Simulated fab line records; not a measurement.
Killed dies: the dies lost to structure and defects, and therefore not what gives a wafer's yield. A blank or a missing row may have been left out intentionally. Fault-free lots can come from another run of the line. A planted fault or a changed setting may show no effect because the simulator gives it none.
The tool behind it: which one?    flow n5Finfet    30 wafers from 10 lots sampled at 3 of the route's 1938 steps

== WHAT EACH GAUGE READ, for each wafer ==
N5_PASSIVATION_CD_MEAS_30: target cd 4000 nm.
lot   measured      on        cdNm (nm)
L851  day 11 03:05  cdSem-01  3998.1 3998.0 3997.4
L852  day 11 13:32  cdSem-03  4003.9 4003.9 4003.1
L853  day 11 10:16  cdSem-03  4003.0 4002.3 4000.2
L855  day 11 20:57  cdSem-01  4000.5 3999.1 4002.0
L859  day 12 09:44  cdSem-03  4000.7 4001.5 4002.8
L860  day 13 02:17  cdSem-03  3999.9 4002.8 4003.6
L862  day 17 13:32  cdSem-03  4000.1 4001.1 3997.5
L863  day 19 05:02  cdSem-01  3998.7 4004.0 3998.6
L871  day 17 06:34  cdSem-01  4000.5 4001.3 4002.3
L874  day 19 09:36  cdSem-01  4002.6 4003.6 4002.8

== EACH LOT AND THE TOOL THAT RAN IT (in order: tool; ch and the chambers of the sampled wafers; start) ==
lot   N5_GATE_CUT_ETCH_47               N5_PASSIVATION_ETCH_15
L851  rieMetal-03 ch 1, day 4 16:45     rieDiel-05 ch 0,1, day 11 03:05 or earlier
L852  rieMetal-01 ch 0,1, day 4 22:46   rieDiel-05 ch 2,3, day 11 13:32 or earlier
L853  rieMetal-02 ch 0,1, day 4 23:45   rieDiel-06 ch 0,1, day 11 10:16 or earlier
L855  rieMetal-03 ch 1, day 5 13:29     rieDiel-05 ch 0,1,2, day 11 20:57 or earlier
L859  rieMetal-02 ch 0,1, day 6 11:28   rieDiel-06 ch 0,1,2, day 12 09:44 or earlier
L860  rieMetal-03 ch 0,1, day 6 17:05   rieDiel-01 ch 0,2,3, day 13 02:17 or earlier
L862  rieMetal-02 ch 0,1, day 7 10:55   rieDiel-06 ch 0,1,2, day 17 13:32 or earlier
L863  rieMetal-03 ch 0,1, day 7 22:52   rieDiel-06 ch 0,2, day 19 05:02 or earlier
L871  rieMetal-02 ch 0,1, day 9 17:39   rieDiel-06 ch 1,2, day 17 06:34 or earlier
L874  rieMetal-02 ch 0,1, day 10 17:35  rieDiel-06 ch 0,2, day 19 09:36 or earlier
- N5_GATE_CUT_ETCH_47: etches SiO2 in Cl2/BCl3, target depth 10 nm.
- N5_PASSIVATION_ETCH_15: etches SiCN in CF4/N2, target depth 75 nm, time 81.2 s.

== AS READ BY THE TOOLS THEMSELVES (means over the sampled wafers that have a number; for cases with no such wafer, the mark the record gives instead) ==
N5_GATE_CUT_ETCH_47.
lot   tool         bcl3FlowSccm (sccm)  drypumpMotorCurrentA (A)  mfcCl2Sccm (sccm)  oesProductAu (a.u.)  throttleValvePct (%)
L851  rieMetal-03  21.84                6.1                       53.41              0.61                 22.94
L852  rieMetal-01  21.74                5.6                       53.28              0.69                 23.05
L853  rieMetal-02  21.80                5.8                       53.12              0.85                 22.42
L855  rieMetal-03  21.74                6.2                       53.36              0.60                 22.95
L859  rieMetal-02  21.75                5.7                       53.35              0.88                 22.56
L860  rieMetal-03  21.78                6.1                       53.14              0.80                 22.83
L862  rieMetal-02  21.81                5.7                       53.19              0.87                 22.56
L863  rieMetal-03  21.86                6.1                       53.25              0.78                 22.85
L871  rieMetal-02  21.76                5.8                       53.22              0.81                 22.45
L874  rieMetal-02  21.80                5.8                       53.33              0.80                 22.47

N5_PASSIVATION_ETCH_15.
lot   tool        drypumpMotorCurrentA (A)  oesProductAu (a.u.)  rfVppV (V)  showerheadPlenumPTorr (Torr)  throttleValvePct (%)
L851  rieDiel-05  6.7                       0.70                 379.6       2.11                          15.73
L852  rieDiel-05  5.1                       0.81                 384.1       2.31                          15.46
L853  rieDiel-06  5.7                       0.74                 383.3       2.22                          15.45
L855  rieDiel-05  6.2                       0.69                 381.6       2.16                          15.73
L859  rieDiel-06  6.1                       0.78                 383.2       2.22                          15.31
L860  rieDiel-01  5.1                       0.83                 382.3       2.21                          15.60
L862  rieDiel-06  6.1                       0.75                 382.7       2.21                          15.37
L863  rieDiel-06  6.5                       0.79                 382.2       2.20                          15.25
L871  rieDiel-06  6.1                       0.77                 380.8       2.16                          15.34
L874  rieDiel-06  6.4                       0.77                 382.5       2.24                          15.28

== THE ANSWER, worked out from the rows above alone ==
Rule: the lots themselves supply what counts as usual. Put in order of their means at a reading, lots are off if they are a third of the lots or fewer, leave a main group of 4 or more, and stand apart from it by a gap of 3 or more times the standard deviation of the main group's means; of several such gaps the widest counts. The tables above print the reading to a certain number of digits; a main group whose means all agree to those digits is not used. Also off: a lot with no number at a reading for which 4 or more lots have one. Any other lot the step has rows for is counted as sound. Order of review: gauges by route order, followed by the tools' own readings, for which a lot's mean as printed above is used. At the first step where some lot is off, the reading lying furthest off is the one used; lots without a number count as furthest.
No lot is off at any reading shown: from this, nothing can be told.

== WHAT THE SIMULATOR HAD PUT IN ==
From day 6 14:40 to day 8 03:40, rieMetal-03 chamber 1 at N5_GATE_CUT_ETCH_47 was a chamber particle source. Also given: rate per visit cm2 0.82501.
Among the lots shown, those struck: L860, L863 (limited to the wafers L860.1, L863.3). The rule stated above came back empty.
